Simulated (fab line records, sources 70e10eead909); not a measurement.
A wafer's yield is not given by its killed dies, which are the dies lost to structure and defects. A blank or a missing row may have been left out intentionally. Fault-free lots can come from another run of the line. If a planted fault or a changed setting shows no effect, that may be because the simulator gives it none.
fab line records	flow nand_harc
record: lots: 6	wafers: 18	last_day: 32
route steps=1302 shown A_CHANNEL_HOLE_D2@600 A_CHANNEL_FILL_D2@610 A_STAIRCASE@639 END@1302
lots with no fault: from the same line, run without faults
start_h: start of the lot's first displayed wafer, in hours after the record's first day	wait_h: hours from the lot's prior step to this one	" as in the row above	L1.1+2: one row covering several wafers at once	- either no value or no given start	* or withheld: withheld	< > ~ a bound
route shown NAME@n: NAME is a module with steps in the file, n the number in the route of the first one	usual: the fault-free wafers' mean and standard deviation	same: alike in all rows	chamber/n: place in a boat	sites: per-site readings	_std_site: standard deviation of those values	_edge_site: mean of outer sites minus mean of inner sites	radius_mm: how far each site lies from the wafer's centre	mask NAME#n: copy n	behind: the most recent tool/chamber to have shaped the wafer	hold: why the lot was held/for how many hours/how that ended	device: whichever transistor did not switch (one of n, p or np)	end of line: tests run on the same wafers once the route is complete	where a step has no rows: the recipe by itself	killed: count of dies lost to structure and defects at first sort (not the wafer's yield)	map: a wafer's dies, marking killed ones x, the rest . and places with no die _
set.NAME: setting as actually run; set.NAME@STEP: the setting as run at that earlier step	model.NAME: the simulator's own value behind a step, which no gauge read
lots at selected steps of the route; one table per step, one row per wafer
services: from which hour (start_h, from the record's first day; less than 0 if before it) a tool's chamber was out of use, for how many hours, and why
== steps ==
step: NHARC_A_CHANNEL_HOLE_D2_STRIP_41
recipe: n2_flow_sccm: 150	h2_flow_sccm: 150	ar_flow_sccm: 0	bias_w: 0	chemistry: N2/H2
step: NHARC_A_CHANNEL_HOLE_D2_STRIP_42
recipe: cf4_flow_sccm: 100	chf3_flow_sccm: 30	ar_flow_sccm: 0	bias_w: 0	chemistry: CF4/CHF3
step: NHARC_A_CHANNEL_HOLE_D2_STRIP_43
recipe: o2_flow_sccm: 400	cos_flow_sccm: 20	ar_flow_sccm: 0	bias_w: 0	chemistry: O2/COS
step: NHARC_A_CHANNEL_HOLE_D2_ETCH_44
recipe: target_depth_a: 1400	overetch_a: 140	time_s: 77	ion_energy_ev: 100	cf4_flow_sccm: 80	o2_flow_sccm: 20	ar_flow_sccm: 0	rf_w: 300	bias_w: 100	chemistry: CF4/O2
step: NHARC_A_CHANNEL_HOLE_D2_STRIP_28
recipe: o2_flow_sccm: 500	ar_flow_sccm: 0	bias_w: 0	chemistry: O2
step: NHARC_A_CHANNEL_HOLE_D2_PRECLEAN_29
recipe: time_s: *	temp_c: 50	bath_age_min: 0	chemistry: SC1
step: NHARC_A_CHANNEL_HOLE_D2_SRD_30
step: NHARC_A_CHANNEL_HOLE_D2_CD_MEAS_31
usual: cd_nm: 89.3/1.6
lot.wafer	tool	chamber	start_h	wait_h	cd_nm
L839.1	cd_sem-02	-	350.83	-	89.2
L839.3	"	-	"	"	91.9
L839.6	"	-	"	"	88.8
L840.3	cd_sem-03	-	356.97	-	89.1
L840.4	"	-	"	"	89.7
L840.5	"	-	"	"	88.8
L844.2	cd_sem-01	-	407.28	-	89.4
L844.3	"	-	"	"	86.8
L844.6	"	-	"	"	88.2
L847.4	cd_sem-02	-	419.41	-	91.9
L847.5	"	-	"	"	90.6
L847.6	"	-	"	"	91.9
L849.1	cd_sem-01	-	448.43	-	89.0
L849.3	"	-	"	"	86.7
L849.6	"	-	"	"	86.2
L855.3	cd_sem-03	-	504.16	0.1	91.4
L855.4	"	-	"	"	88.5
L855.5	"	-	"	"	87.9
step: NHARC_A_CHANNEL_HOLE_D2_XSEM_32
recipe: landing_energy_ev: 35000
step: NHARC_A_CHANNEL_HOLE_D2_INSPECT_40
usual: raw_defect_count: 289/93
lot.wafer	tool	chamber	start_h	wait_h	raw_defect_count
L839.1	defect_inspect-02	-	351.02	-	201
L839.3	"	-	"	"	227
L839.6	"	-	"	"	218
L840.3	defect_inspect-02	-	357.15	-	647
L840.4	"	-	"	"	648
L840.5	"	-	"	"	285
L844.2	defect_inspect-01	-	407.47	-	253
L844.3	"	-	"	"	245
L844.6	"	-	"	"	273
L847.4	defect_inspect-01	-	419.60	-	279
L847.5	"	-	"	"	280
L847.6	"	-	"	"	398
L849.1	defect_inspect-01	-	448.62	-	322
L849.3	"	-	"	"	396
L849.6	"	-	"	"	291
L855.3	defect_inspect-01	-	504.34	-	341
L855.4	"	-	"	"	219
L855.5	"	-	"	"	247
step: NHARC_A_CHANNEL_FILL_D2_PRECLEAN_00
recipe: time_s: *	temp_c: 50	bath_age_min: 0	chemistry: SC1
step: NHARC_A_CHANNEL_FILL_D2_SRD_01
step: NHARC_A_CHANNEL_FILL_D2_ALD_02
recipe: target_thk_a: 60	pulse_time_s: 10	ald_cycles: 60	temp_c: 300	material: SiO2
usual: heater_power_w: 496/39	precursor_pulse_height_rel: 0.999/0.02
lot.wafer	tool	chamber	start_h	wait_h	heater_power_w	precursor_pulse_height_rel
L839.3	ald_hk-03	2	351.21	-	479	0.978
L839.1	"	1	"	"	555	0.942
L839.6	"	3	"	"	582	1.004
L840.3	ald_hk-01	3	357.42	-	505	1.005
L840.4	"	0	"	"	452	0.988
L840.5	"	3	"	"	513	0.982
L844.2	ald_hk-02	3	407.73	-	466	0.991
L844.3	"	1	"	"	450	1.021
L844.6	"	3	"	"	462	1.013
L847.4	ald_hk-02	3	420.01	-	465	0.969
L847.5	"	0	"	"	450	1.008
L847.6	"	1	"	"	465	1.034
L849.1	ald_hk-03	0	448.96	-	523	1.027
L849.3	"	1	"	"	517	0.996
L849.6	"	3	"	"	557	1.000
L855.3	ald_hk-02	3	504.67	-	466	0.991
L855.4	"	0	"	"	444	0.989
L855.5	"	2	"	"	569	1.010
step: NHARC_A_CHANNEL_FILL_D2_ALD_03
recipe: target_thk_a: 60	pulse_time_s: 60	ald_cycles: 58	temp_c: 630	pressure_torr: 2	material: SiNx
step: NHARC_A_CHANNEL_FILL_D2_ALD_14
recipe: target_thk_a: 25	pulse_time_s: 10	ald_cycles: 25	temp_c: 300	material: SiO2
step: NHARC_A_CHANNEL_FILL_D2_ALD_15
recipe: target_thk_a: 20	pulse_time_s: 60	ald_cycles: 19	temp_c: 630	pressure_torr: 2	material: SiNx
usual: precursor_pulse_height_rel: 1.000/0.022
lot.wafer	tool	chamber	start_h	wait_h	precursor_pulse_height_rel
L839.1	ald_sin_batch-02	0	-	-	0.993
L839.3	"	0	"	"	0.992
L839.6	"	0	"	"	1.004
L840.3	ald_sin_batch-01	0	-	-	1.020
L840.4	"	0	"	"	1.041
L840.5	"	0	"	"	1.002
L844.2	ald_sin_batch-02	0	-	-	1.009
L844.3	"	0	"	"	1.009
L844.6	"	0	"	"	1.050
L847.4	ald_sin_batch-01	0	-	-	1.017
L847.5	"	0	"	"	0.999
L847.6	"	0	"	"	0.963
L849.1	ald_sin_batch-02	0	-	-	1.028
L849.3	"	0	"	"	1.005
L849.6	"	0	"	"	0.996
L855.3	ald_sin_batch-03	0	-	-	0.989
L855.4	"	0	"	"	1.025
L855.5	"	0	"	"	0.998
step: NHARC_A_CHANNEL_FILL_D2_ALD_16
recipe: target_thk_a: 15	pulse_time_s: 10	ald_cycles: 15	temp_c: 300	material: SiO2
step: NHARC_A_CHANNEL_FILL_D2_ANNEAL_17
recipe: temp_c: 850	time_s: 1800
step: NHARC_A_CHANNEL_FILL_D2_CVD_18
recipe: target_thk_a: 30	temp_c: 550	material: poly-Si
step: NHARC_A_CHANNEL_FILL_D2_ETCHBACK_19
recipe: target_depth_a: 50	time_s: 1.7	hbr_flow_sccm: 150	cl2_flow_sccm: 50	rf_w: 400	icp_w: 400	bias_w: 100	chemistry: HBr/Cl2
step: NHARC_A_CHANNEL_FILL_D2_ETCHBACK_20
recipe: target_depth_a: 270	time_s: 13.5	c4f8_flow_sccm: withheld	o2_flow_sccm: 8	ar_flow_sccm: withheld	rf_w: 600	bias_w: 1500	chemistry: C4F8/O2/Ar
step: NHARC_A_CHANNEL_FILL_D2_STRIP_28
recipe: time_s: 20	o2_flow_sccm: 500	ar_flow_sccm: 0	bias_w: 0	chemistry: O2
usual: drypump_motor_current_A: 5.7/0.39	mfc_ar_sccm: 0.010/0.012	oes_product_au: 1.001/0.012	rf_vpp_V: 58.0/0.83	showerhead_plenum_p_Torr: 3.60/0.14	throttle_valve_pct: 17.036/0.0083
lot.wafer	tool	chamber	start_h	wait_h	drypump_motor_current_A	mfc_ar_sccm	oes_product_au	rf_hours_counter_h	rf_vpp_V	showerhead_plenum_p_Torr	throttle_valve_pct
L839.3	rie_diel-02	1	377.36	0.1	5.8	0.008	1.005	5	59.0	3.38	17.037
L839.1	"	3	"	"	6.1	0.026	1.003	5	58.9	3.73	17.037
L839.6	"	0	"	"	6.0	0	0.978	-	58.6	3.66	17.034
L840.4	rie_diel-02	3	383.97	0.1	6.1	0.026	1.001	5	58.8	3.73	17.028
L840.3	"	0	"	"	6.0	0	0.985	5	60.0	3.66	17.040
L840.5	"	0	"	"	6.0	0	0.986	-	57.3	3.66	17.036
L844.3	rie_diel-12	3	431.85	0.1	5.7	0	0.988	3	57.4	3.67	17.046
L844.2	"	1	"	"	5.7	0.033	1.009	4	59.3	3.75	17.040
L844.6	"	0	"	"	5.3	0	0.999	-	58.5	3.65	17.048
L847.4	rie_diel-04	0	443.43	0.1	6.0	0.005	1.007	15	58.2	3.69	17.024
L847.6	"	1	"	"	5.5	0.018	0.984	-	56.5	3.56	17.018
L847.5	"	2	"	"	6.4	0	1.002	-	58.1	3.41	17.055
L849.3	rie_diel-04	1	477.44	0.1	5.5	0.018	0.996	20	59.0	3.56	17.028
L849.1	"	2	"	"	6.4	0	1.012	17	57.6	3.40	17.025
L849.6	"	1	"	"	5.5	0.018	1.000	-	56.7	3.56	17.043
L855.3	rie_diel-12	0	529.27	0.1	5.3	0	0.991	2	57.6	3.65	17.042
L855.4	"	1	"	"	5.7	0.033	1.011	3	58.1	3.75	17.033
L855.5	"	0	"	"	5.3	0	0.996	-	59.2	3.65	17.048
step: NHARC_A_CHANNEL_FILL_D2_PRECLEAN_21
recipe: time_s: 30	chemistry: dHF
step: NHARC_A_CHANNEL_FILL_D2_SRD_23
step: NHARC_A_CHANNEL_FILL_D2_CVD_05
recipe: target_thk_a: 50	temp_c: 550	material: poly-Si
step: NHARC_A_CHANNEL_FILL_D2_ANNEAL_22
recipe: temp_c: 620	time_s: 7200
step: NHARC_A_CHANNEL_FILL_D2_ALD_25
recipe: target_thk_a: 600	pulse_time_s: 10	ald_cycles: 600	temp_c: 300	material: SiOx
usual: heater_power_w: 506/36	precursor_pulse_height_rel: 1.001/0.022
lot.wafer	tool	chamber	start_h	wait_h	heater_power_w	precursor_pulse_height_rel
L839.3	ald_hk-01	2	390.86	1.3	491	1.025
L839.1	"	3	"	"	506	1.002
L839.6	"	1	392.71	3.1	477	1.006
L840.3	ald_hk-01	1	397.05	0.7	480	0.996
L840.4	"	3	398.30	1.9	504	1.020
L840.5	"	1	399.54	3.2	502	0.978
L844.2	ald_hk-01	2	444.83	1.3	494	1.041
L844.3	"	3	"	"	501	1.013
L844.6	"	0	"	"	463	1.022
L847.4	ald_hk-01	1	456.36	1.3	485	1.011
L847.5	"	3	457.57	2.5	498	0.974
L847.6	"	0	"	"	466	0.997
L849.3	ald_hk-02	3	489.13	0.0	449	0.971
L849.1	"	1	491.57	2.5	443	1.000
L849.6	"	0	495.23	6.1	449	0.999
L855.3	ald_hk-01	2	540.51	0.1	507	1.032
L855.4	"	1	542.38	1.9	483	0.959
L855.5	"	2	"	"	515	0.977
step: NHARC_A_CHANNEL_FILL_D2_ETCHBACK_08
recipe: target_depth_a: 2200	time_s: 110	c4f8_flow_sccm: 20	ar_flow_sccm: withheld	rf_w: 600	bias_w: 300	chemistry: C4F8
step: NHARC_A_CHANNEL_FILL_D2_STRIP_29
recipe: time_s: 20	o2_flow_sccm: 500	ar_flow_sccm: 0	bias_w: 0	chemistry: O2
step: NHARC_A_CHANNEL_FILL_D2_PRECLEAN_30
recipe: time_s: 30	chemistry: dHF
step: NHARC_A_CHANNEL_FILL_D2_SRD_31
step: NHARC_A_CHANNEL_FILL_D2_CVD_09
recipe: target_thk_a: 1500	temp_c: 620	pressure_mtorr: 200	time_s: 3000	material: poly-Si
step: NHARC_A_CHANNEL_FILL_D2_CMP_10
recipe: target_thk_nm: 150
usual: motor_current_A: 11.6/1.1	time_to_endpoint_s: 14/3.6
lot.wafer	tool	chamber	start_h	wait_h	motor_current_A	time_to_endpoint_s
L839.1	cmp-03	1	402.02	0.4	10.2	16
L839.3	"	2	"	"	11.7	16
L839.6	"	0	"	"	12.6	16
L840.3	cmp-03	2	408.07	0.4	12.2	16
L840.4	"	3	"	"	10.9	15
L840.5	"	1	"	"	10.3	15
L844.2	cmp-04	3	455.08	0.4	10.8	11
L844.3	"	1	"	"	11.8	20
L844.6	"	3	"	"	10.9	11
L847.4	cmp-04	3	466.20	0.4	11.1	11
L847.6	"	0	"	"	11.9	18
L847.5	"	1	"	"	12.6	18
L849.1	cmp-01	3	504.22	0.4	11.6	12
L849.3	"	1	"	"	9.4	18
L849.6	"	2	"	"	12.0	12
L855.3	cmp-04	3	551.87	0.4	10.9	9
L855.4	"	0	"	"	13.1	16
L855.5	"	2	"	"	14.2	11
step: NHARC_A_CHANNEL_FILL_D2_SRD_12
step: NHARC_A_CHANNEL_FILL_D2_RTA_24
recipe: temp_c: 1000	time_s: 5
step: NHARC_A_STAIRCASE_DEP_156
recipe: target_thk_a: 500	temp_c: 400	target_thk_nm: 50	flow_sccm: 200	rf_w: 450	material: SiNx
usual: heater_power_w: 755/78
lot.wafer	tool	chamber	start_h	wait_h	heater_power_w
L839.1	pecvd-03	1	402.68	0.1	625
L839.3	"	2	"	"	727
L839.6	"	2	"	"	737
L840.3	pecvd-04	0	408.96	0.3	863
L840.4	"	1	"	"	697
L840.5	"	0	"	"	879
L844.3	pecvd-03	0	455.78	0.1	775
L844.2	"	1	"	"	750
L844.6	"	2	"	"	842
L847.4	pecvd-02	2	466.90	0.2	815
L847.6	"	0	"	"	661
L847.5	"	1	"	"	803
L849.1	pecvd-03	1	504.90	0.1	701
L849.3	"	2	"	"	795
L849.6	"	1	"	"	727
L855.3	pecvd-04	2	552.73	0.3	777
L855.4	"	0	"	"	974
L855.5	"	1	"	"	728
step: NHARC_A_STAIRCASE_DEHYDRATE_158
recipe: temp_c: 150	time_s: 120
step: NHARC_A_STAIRCASE_HMDS_159
recipe: time_s: 30
step: NHARC_END_SORT_01
recipe: temp_c: 25
usual: killed_at_array: 56/19	killed_at_other: 0.6/1	killed_at_periphery: 3.9/2.7	killed_dies: 61/19	killed_open: 3.3/1.9	killed_short: 2.4/1.7
same: gross_dies: 677
lot.wafer	tool	chamber	start_h	wait_h	killed_at_array	killed_at_other	killed_at_periphery	killed_dies	killed_open	killed_short
L839.1	prober-02	0	614.60	2.5	49	0	8	57	7	2
L839.3	prober-02	0	616.23	3.1	63	1	5	69	4	1
L839.6	prober-02	0	618.69	4.1	40	0	3	43	2	0
L840.3	prober-02	0	647.39	3.1	46	1	4	51	2	2
L840.4	prober-02	0	648.20	3.4	50	0	2	52	5	3
L840.5	prober-02	0	649.00	3.7	43	0	2	45	2	2
L844.2	prober-02	0	667.31	2.8	81	2	1	84	5	0
L844.3	prober-02	0	668.11	3.1	176	1	0	177	1	3
L844.6	prober-02	0	670.50	4.0	82	1	2	85	3	3
L847.4	prober-02	0	685.65	3.5	69	0	2	71	4	2
L847.5	prober-02	0	686.47	3.8	82	1	4	87	4	9
L847.6	prober-02	0	687.29	4.1	139	0	3	142	4	2
L855.3	prober-01	0	764.32	3.1	69	0	4	73	1	3
L855.4	prober-01	0	765.12	3.4	60	0	1	61	4	1
L855.5	prober-01	0	765.91	3.7	49	0	1	50	2	3
killed by level:class
L839.1 A_SLIT:chamber_film_flake=19 A_CHANNEL_HOLE_D2:chamber_film_flake=10 A_CONTACT:chamber_film_flake=6 A_STAIRCASE:chamber_film_flake=5 A_CHANNEL_FILL_D2:geometric_particle:open=3 P_STI:chamber_film_flake=3 P_M2:chamber_film_flake=2 A_WL_FILL:chamber_film_flake=2
L839.3 A_SLIT:chamber_film_flake=20 A_STAIRCASE:chamber_film_flake=12 A_CHANNEL_HOLE_D1:chamber_film_flake=8 A_CHANNEL_HOLE_D2:chamber_film_flake=7 A_BONDPAD:chamber_film_flake=4 P_ZERO_WELL:chamber_film_flake=3 A_CONTACT:chamber_film_flake=3 A_CHANNEL_FILL_D1:geometric_particle:open=2
L839.6 A_SLIT:chamber_film_flake=18 A_CHANNEL_HOLE_D2:chamber_film_flake=6 A_STAIRCASE:chamber_film_flake=5 A_CONTACT:chamber_film_flake=4 P_ZERO_WELL:chamber_film_flake=2 A_BONDPAD:chamber_film_flake=2 A_ONON_D1:geometric_particle:open=1 A_CHANNEL_FILL_D2:geometric_particle:open=1
L840.3 A_SLIT:chamber_film_flake=20 A_CHANNEL_HOLE_D2:chamber_film_flake=12 A_CHANNEL_HOLE_D1:chamber_film_flake=3 A_STAIRCASE:chamber_film_flake=2 A_CONTACT:chamber_film_flake=2 A_ONON_D1:geometric_particle:open=1 A_ONON_D2:geometric_particle:short=1 A_CHANNEL_FILL_D2:geometric_particle:open=1
L840.4 A_SLIT:chamber_film_flake=28 A_CHANNEL_HOLE_D1:chamber_film_flake=5 A_CHANNEL_HOLE_D2:chamber_film_flake=5 A_CHANNEL_FILL_D2:geometric_particle:open=2 P_ZERO_WELL:chamber_film_flake=2 A_ONON_D1:geometric_particle:open=1 A_CHANNEL_FILL_D1:geometric_particle:short=1 A_DECK1_JOINT:geometric_particle:open=1
L840.5 A_SLIT:chamber_film_flake=21 A_CHANNEL_HOLE_D2:chamber_film_flake=7 A_STAIRCASE:chamber_film_flake=4 A_CONTACT:chamber_film_flake=4 A_CHANNEL_HOLE_D1:chamber_film_flake=3 P_CONTACT:geometric_particle:open=1 A_DECK1_JOINT:geometric_particle:short=1 A_CHANNEL_HOLE_D2:geometric_particle:short=1
L844.2 A_SLIT:chamber_film_flake=35 A_CHANNEL_HOLE_D1:chamber_film_flake=27 A_CHANNEL_HOLE_D2:chamber_film_flake=11 THIN_TSV:chamber_film_flake=2 A_CONTACT:chamber_film_flake=2 A_SOURCE_PLATE:geometric_particle:open=1 A_ONON_D1:geometric_particle:open=1 A_DECK1_JOINT:geometric_particle:open=1
L844.3 A_CHANNEL_FILL_D2:unspecified=92 A_SLIT:chamber_film_flake=33 A_CHANNEL_HOLE_D1:chamber_film_flake=28 A_CHANNEL_HOLE_D2:chamber_film_flake=11 A_STAIRCASE:chamber_film_flake=3 A_CONTACT:chamber_film_flake=2 A_M1:chamber_film_flake=2 A_ONON_D1:geometric_particle:short=1
L844.6 A_CHANNEL_HOLE_D1:chamber_film_flake=33 A_SLIT:chamber_film_flake=32 A_CHANNEL_HOLE_D2:chamber_film_flake=8 A_CONTACT:chamber_film_flake=2 A_CHANNEL_HOLE_D1:geometric_particle:short=1 A_CHANNEL_HOLE_D2:geometric_particle:open=1 A_SGD_CUT:geometric_particle:open=1 A_WL_FILL:geometric_particle:short=1
L847.4 A_CHANNEL_HOLE_D1:chamber_film_flake=30 A_CHANNEL_HOLE_D2:chamber_film_flake=17 A_CONTACT:chamber_film_flake=10 A_STAIRCASE:chamber_film_flake=4 A_ONON_D1:geometric_particle:open=2 A_M0:chamber_film_flake=2 P_CONTACT:geometric_particle:open=1 A_DECK1_JOINT:geometric_particle:open=1
L847.5 A_CHANNEL_HOLE_D2:chamber_film_flake=29 A_CHANNEL_HOLE_D1:chamber_film_flake=28 A_WL_FILL:chamber_film_flake=5 A_CONTACT:chamber_film_flake=4 A_STAIRCASE:chamber_film_flake=3 P_CONTACT:geometric_particle:open=2 A_M0:chamber_film_flake=2 A_ONON_D2:geometric_particle:short=2
L847.6 A_CHANNEL_FILL_D2:unspecified=87 A_CHANNEL_HOLE_D1:chamber_film_flake=27 A_CHANNEL_HOLE_D2:chamber_film_flake=10 A_STAIRCASE:chamber_film_flake=3 A_WL_FILL:chamber_film_flake=2 A_M0:chamber_film_flake=2 P_CONTACT:geometric_particle:open=1 A_CHANNEL_FILL_D1:geometric_particle:open=1
L855.3 A_CHANNEL_HOLE_D2:chamber_film_flake=29 A_CHANNEL_HOLE_D1:chamber_film_flake=19 A_SLIT:chamber_film_flake=7 A_STAIRCASE:chamber_film_flake=5 A_CONTACT:chamber_film_flake=4 P_STI:chamber_film_flake=2 P_STI:geometric_particle:open=1 A_ONON_D1:geometric_particle:short=1
L855.4 A_CHANNEL_HOLE_D2:chamber_film_flake=21 A_CHANNEL_HOLE_D1:chamber_film_flake=16 A_STAIRCASE:chamber_film_flake=7 A_SLIT:chamber_film_flake=6 A_CONTACT:chamber_film_flake=4 P_M0:geometric_particle:open=1 A_ONON_D2:geometric_particle:open=1 A_CHANNEL_FILL_D2:geometric_particle:open=1
L855.5 A_CHANNEL_HOLE_D2:chamber_film_flake=14 A_CHANNEL_HOLE_D1:chamber_film_flake=7 A_SLIT:chamber_film_flake=7 A_CONTACT:chamber_film_flake=7 A_STAIRCASE:chamber_film_flake=5 A_DECK1_JOINT:chamber_film_flake=3 A_ONON_D2:geometric_particle:open=2 A_SOURCE_PLATE:geometric_particle:short=1
map L844.3 (x killed, . not)
____________.____________
_________......._________
_______..........._______
______....x........______
_____..xx..x........_____
____.................____
____.................____
___...................___
___...................___
__.x...................__
__.....................__
_...................x.x._
_..x..............x.x..._
_......xx........x.xx.x._
_..x..............xxxxxx_
_...x.............xxxxxx_
..xx.....x......xxxxxxxxx
.x.xxx.....x....xxxxxxxxx
..xx.xx..xx.....xxxxxxxxx
.xx.xxx..x.x...xxxxxxxxxx
...xx.xxx.xx.x..xxxxxxxxx
_.x.xxx...xx.....xxxxxxx_
_.xx....xxx.xx...xxxxxx._
_...x....xxxxx..xxxxxx.x_
_...x...xxxxxxx.x.xxxxx._
_.....x.xxx.xx....xxx..._
__........xxxx.........__
__.......x.............__
___.......xx.x........___
___........x...x......___
____.................____
____.................____
_____..............._____
______.............______
_______..........._______
_________......._________
____________.____________
map L847.6 (x killed, . not)
____________.____________
_________......._________
_______..........x_______
______......x.....x______
_____........x....xx_____
____.............x...____
____...............xx____
___................x..___
___...............x...___
__.....................__
__.....................__
_..................x.x.._
_.................x....._
_..........x......xxxxx._
_..................xxxxx_
_.x.x.....x.....xxxxxxxx_
...x..x.........xxxxxxxxx
...xx...........xxxxxxxxx
.xxxx.......x...xxxxxxxxx
.x.xxx.x.......x.xxxxxxxx
x.xxxx..........xxxxxxxxx
_xxxxxx.........xxxxxxxx_
_.....x...........xxxxx._
_..xxx..x........x.xxxxx_
_....x...x..........xxx._
_......................._
__......x...........x..__
__....................x__
___...................___
___...................___
____...........x.....____
____.................____
_____.........x....._____
______.............______
_______..xx......._______
_________......._________
____________.____________
== services ==
tool	chamber	start_h	hours	kind
rie_diel-04	-	354.90	9.0	pm
rie_diel-02	2	359.19	12.5	repair
cmp-03	-	364.97	4.0	pm
pecvd-03	-	366.27	13.0	pm
rie_diel-12	-	375.64	0.6	repair
rie_diel-12	3	388.44	19.4	repair
rie_diel-02	1	391.33	9.9	repair
rie_diel-04	2	393.17	12.6	repair
rie_diel-02	-	397.04	9.0	pm
pecvd-04	1	400.76	5.7	repair
cmp-04	-	405.78	4.0	pm
cmp-04	-	423.95	0.7	repair
cmp-03	-	429.94	1.6	repair
rie_diel-02	1	430.41	4.7	repair
rie_diel-12	-	434.04	0.8	repair
rie_diel-02	3	437.52	4.0	repair
rie_diel-12	-	445.40	9.0	pm
rie_diel-04	0	446.56	23.3	repair
ald_hk-01	-	475.46	10.0	pm
cmp-04	-	481.02	3.4	repair
cmp-04	-	503.78	4.0	pm
pecvd-03	0	521.68	3.0	repair
ald_hk-02	-	527.28	10.0	pm
pecvd-03	-	547.45	13.0	pm
== key ==
first_sign: step: NHARC_END_SORT_01	reading: killed_at_array	direction: up	sigmas: 5.4	usual: 56	struck: 158
effect: step: NHARC_END_SORT_01	reading: killed_dies	direction: up	sigmas: 5.3	usual: 61	struck: 160
more_kills_born_at: NHARC_A_CHANNEL_FILL_D2_ALD_02@ald_hk-02: 179
met_at NHARC_A_CHANNEL_FILL_D2_ALD_02
struck_wafers L844.3,L847.6
tester_left_out L844,L847
fault: kind: chamber_particle_source	tool: ald_hk-02	chamber: 1	onset_h: 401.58	steps: NHARC_A_CHANNEL_FILL_D2_ALD_02	rate_per_visit_cm2: 1.0706	end_h: 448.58
tester_left_out: of these lots the tester's yield and bins aren't shown, on N5 and GAA mostly nor the transistor test; their killed dies are dies lost to structure and defects alone, not to doping, threshold or leakage, so they don't give the yield
